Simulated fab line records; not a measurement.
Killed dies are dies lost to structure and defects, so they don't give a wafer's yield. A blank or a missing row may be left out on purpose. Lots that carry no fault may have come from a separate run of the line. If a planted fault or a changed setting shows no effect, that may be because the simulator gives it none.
Split-lot experiment    flow n5-finfet    route with 1938 steps; 7 lots, 21 wafers read

== SPLIT DETAILS ==
At N5_BEOL_M15_ILD_DEP_00 (deposits SiO2 from TEOS/O2, target thk 1629.3 nm, time 346.1 s), the setting temp-c was moved away from the recipe's 400 C on 6 of the 21 wafers read, by -1.9% to +1.7%. All remaining wafers had this setting at the recipe value.

There is no step in the file separating the split from the reading.

== THE READING ==
M15_ILD_THK (nm), taken at N5_BEOL_M15_THK_MEAS_01. On this fab line, fault-free wafers typically give 1632 nm with a standard deviation of 18 nm.

wafer   tool, chamber at the split  temp-c as run, C  against the recipe  M15_ILD_THK, nm  against lot-mates on the recipe
L075.3  pecvd-04, 2                 392.4             -1.9%               1711             +59
L075.4  pecvd-04, 0                 392.4             -1.9%               1719             +67
L075.5  pecvd-04, 1                 400               recipe              1652             -
L078.1  pecvd-01, 2                 405.4             +1.3%               1541             -108
L078.2  pecvd-01, 1                 405.4             +1.3%               1558             -91
L078.6  pecvd-01, 0                 400               recipe              1649             -
L079.4  pecvd-04, 2                 400               recipe              1658             -
L079.5  pecvd-04, 0                 400               recipe              1657             -
L079.6  pecvd-04, 1                 400               recipe              1664             -
L090.3  pecvd-03, 0                 400               recipe              1630             -
L090.5  pecvd-03, 1                 406.9             +1.7%               1580             -60
L090.6  pecvd-03, 0                 400               recipe              1649             -
L092.1  pecvd-01, 1                 400               recipe              1614             -
L092.3  pecvd-01, 0                 400               recipe              1619             -
L092.5  pecvd-01, 1                 400               recipe              1650             -
L091.2  pecvd-03, 1                 400               recipe              1609             -
L091.4  pecvd-03, 2                 400               recipe              1629             -
L091.6  pecvd-03, 0                 400               recipe              1648             -
L094.2  pecvd-04, 2                 400               recipe              1640             -
L094.3  pecvd-04, 2                 400               recipe              1637             -
L094.5  pecvd-04, 0                 402.5             +0.6%               1619             -20

THE FIT
A straight line over all 21 wafers: M15_ILD_THK changes by -45.2 nm for each +1% of temp-c; r = -0.91; the points scatter about the line by 18 nm.
The same after taking each lot's own level away (the mean of its wafers on the recipe; 21 wafers): -43.4 nm for each +1%; r = -0.91; scatter 18 nm.
The reading moves by 82 nm for the largest change in temp-c, on that fit.
Measured against the standard deviation above, the lots' own levels, which go from 1627.7 to 1659.7 nm, span 1.8 times it.
The two slopes agree, so the slope changes little with the lot-to-lot level.
Check: for one of the wafers moved furthest among these (-1.9%), held out of the fit, the line's prediction against its lot-mates is +86.5 nm. It came out at +59 nm against them.

== ADDITIONAL SPLITS CARRIED BY THESE WAFERS ==
Note: prior to the reading, these wafers also went through further splits. Each is held against what the fit with the lots' levels taken away leaves over:
other split on the same wafers     wafers away from the commonest value  r with M15_ILD_THK (lot level and that fit taken away)
N5_BEOL_M10_ETCH_66 time-s         9                                     +0.10
N5_BEOL_M10_TRENCH_ETCH_37 bias-w  6                                     -0.44
N5_BEOL_M12_DEP_53 time-s          6                                     +0.00
N5_BEOL_M13_ETCH_68 time-s         9                                     -0.29

== THE WHOLE CHAIN: every reading that the file lists as answering this split, in the file's order ==
step                     what it does                                                    reading                                                                              change (the file's fit)               r (the file's)
N5_BEOL_M15_ILD_DEP_00   deposits SiO2 from TEOS/O2, target thk 1629.3 nm, time 346.1 s  SiO2_of_BEOL_M15_ILD_DEP_00.thk-nm (the simulator's own value, which no gauge read)  -41.9 nm for each +1% of the setting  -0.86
N5_BEOL_M15_THK_MEAS_01                                                                  M15_ILD_THK                                                                          -42 for each +1% of the setting       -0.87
N5_BEOL_M15_VIA_ETCH_16  etches SiO2 in C4F8/O2/Ar, target depth 1792.2 nm               etch.depth-nm (the simulator's own value, which no gauge read)                       -41.9 nm for each +1% of the setting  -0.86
N5_BEOL_M15_VIA_ETCH_16  etches SiO2 in C4F8/O2/Ar, target depth 1792.2 nm               coat_of_BEOL_M15_COAT_04.thk-nm (the simulator's own value, which no gauge read)     +11.1 nm for each +1% of the setting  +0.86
N5_BEOL_M15_CMP_49       polishes, stops on SiO2, t overpolish 4.9 s, target thk 850 nm  SiO2_of_BEOL_M15_ILD_DEP_00.thk-nm (the simulator's own value, which no gauge read)  -42.7 nm for each +1% of the setting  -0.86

== FILE'S OWN FIT ==
M15_ILD_THK changes by -42 nm for each +1% of temp-c, r = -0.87.
